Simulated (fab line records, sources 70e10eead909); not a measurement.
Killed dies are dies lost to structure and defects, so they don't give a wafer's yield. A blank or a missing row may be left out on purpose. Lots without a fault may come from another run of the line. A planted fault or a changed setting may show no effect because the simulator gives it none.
A struck lot beside a sound one | flow nand_harc | 14 steps out of a route of 1302
Sound: wafers L639.2, L639.5, L639.6. Struck: wafers L631.2, L631.5, L631.6. The cause comes at the end.
At each step with rows: each side's tool, then ch and its chambers, then its first start. Under that, the readings that differ: sound wafers | struck wafers | difference of the means | sigmas: that difference in standard deviations of wafers without a fault.
alike: readings whose means differ by less than 2 such deviations, and words and numbers that are the same on both sides. not compared: withheld readings, readings that some wafer has no value for, bounds like >300 that may hide the same value, and numbers for which the record gives no deviation and whose values overlap.
The two part at a step that has a row with sigmas, a row that says differs or no value, or rows on one side only. Numbers that don't overlap but have no deviation are shown without sigmas and don't part them. A reading that every wafer of one side lacks parts them only if that side has two wafers or more.

first, 4 steps without rows for these wafers: NHARC_A_STAIRCASE_EXPOSE_247 (exposes mask SDS 1); NHARC_A_STAIRCASE_PEB_248 (peb time 130 s); NHARC_A_STAIRCASE_DEVELOP_249 (time 140 s); NHARC_A_STAIRCASE_HARDBAKE_251 (time 140 s).
NHARC_A_STAIRCASE_DESCUM_252: chemistry O2, time 3 s.
  sound on rie_diel-01 ch 1,2, day 23 23:41; struck on rie_diel-01 ch 0,1,3, day 21 00:43
  alike: drypump_motor_current_A, oes_product_au, rf_vpp_V, showerhead_plenum_p_Torr, throttle_valve_pct
  not compared: rf_hours_counter_h
NHARC_A_STAIRCASE_ETCH_253: etches the open film in C4F8/O2, target depth 50 nm, time 20.2 s.
  sound on rie_diel-01 ch 1,2, day 23 23:47; struck on rie_diel-01 ch 1,2, day 21 00:47
  reading               | sound             | struck            | difference | sigmas
  oes_product_au (a.u.) | 0.926 0.921 0.928 | 0.982 0.980 0.979 | +0.055     | +3
  alike: rf_vpp_V
  not compared: rf_hours_counter_h
NHARC_A_STAIRCASE_STRIP_254: strips in O2.
  sound on plasma_asher-02 ch 0,1, day 23 23:55; struck on plasma_asher-02 ch 0,1, day 21 00:55
  alike: drypump_motor_current_A, heater_power_w
  not compared: rf_hours_counter_h
then, 3 steps without rows for these wafers: NHARC_A_STAIRCASE_STRIP_255 (strips in SPM, time 900 s); NHARC_A_STAIRCASE_PRECLEAN_256 (cleans in SC1); NHARC_A_STAIRCASE_SRD_257.
NHARC_A_STAIRCASE_HM_DEP_456: deposits aC, target thk 3100 nm.
  sound on acl_dep-02 ch 0, day 24 00:59; struck on acl_dep-01 ch 0, day 21 09:16
  reading              | sound | struck               | difference                   | sigmas
  susceptor_temp_C (C) | - - - | 400.15 400.22 400.29 | no value on the sound wafers |
  alike: throttle_valve_pct
NHARC_A_STAIRCASE_DEP_259: deposits SiON, target thk 30 nm.
  sound on pecvd-04 ch 0,2, day 24 02:31; struck on pecvd-03 ch 0,2, day 21 10:50
  no value came back on the struck wafers for chamber_pressure_Torr (Torr), heater_power_outer_w (W), heater_power_w (W); on the sound wafers chamber_pressure_Torr (Torr) reads 3.495 3.495 3.497
then, 1 step without rows for these wafers: NHARC_A_STAIRCASE_DEHYDRATE_260 (time 120 s).
-- the record jumps here: 9 days lie between the struck wafers' starts before and after (it left off in module A_STAIRCASE and takes up again in module END, whose first step shown is number 1302 of the route) --
NHARC_END_SORT_01:
  the record has rows for the struck wafers here (prober-01 ch 0, day 30 01:01) and none for the sound ones

WHERE THEY PART
First at NHARC_A_STAIRCASE_ETCH_253; last, within this record, at NHARC_END_SORT_01.

WHY: what the simulator had put in
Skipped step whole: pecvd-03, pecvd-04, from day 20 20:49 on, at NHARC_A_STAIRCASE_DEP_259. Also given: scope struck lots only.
